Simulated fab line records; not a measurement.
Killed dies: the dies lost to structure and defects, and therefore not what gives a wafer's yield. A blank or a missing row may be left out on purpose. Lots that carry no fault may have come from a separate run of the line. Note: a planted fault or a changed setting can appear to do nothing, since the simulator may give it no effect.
Matching of chambers | flow n5Finfet | rieSi-03 running N5_FIN_SAQP_ETCH_65: 4 sister chambers
The step etches SiO2 in CF4, target depth 4 nm, time 4.4 s. 4 wafers are shown with their chamber, then 7 later ones without.

WAFERS WITH THEIR CHAMBER
wafer  | chamber | throttleValvePct (%)
L222.4 | 0       | 22.06
L222.6 | 3       | 21.71
L223.2 | 1       | 21.61
L223.3 | 2       | 22.00

WAFERS WITH NO CHAMBER GIVEN
wafer  | throttleValvePct (%)
L223.6 | 21.59
L230.1 | 22.06
L230.3 | 21.61
L230.4 | 21.70
L234.1 | 21.72
L234.4 | 21.62
L234.6 | 21.99

CHAMBER TAKEN BY EACH
wafer  | from the rows above | in truth
L223.6 | 1                   | 1
L230.1 | 0                   | 0
L230.3 | 1                   | 1
L230.4 | 3                   | 3
L234.1 | 3                   | 3
L234.4 | 1                   | 1
L234.6 | 2                   | 2
Correctly placed: 7 of 7. Not placeable from these rows: 0. Number placed wrongly: 0.
How it was worked out, from the rows above alone: a wafer's distance from a chamber is the root of the sum, over the readings, of the square of ((its reading less the chamber's mean) divided by the reading's scatter). If the next closest chamber is less than 2 further off than the closest, the wafer can't be placed; otherwise it belongs to the closest. The mean given for a chamber averages the wafers shown for that chamber. The scatter: root of mean squared gap, hidden wafer to nearest shown wafer, with one shown wafer a chamber.
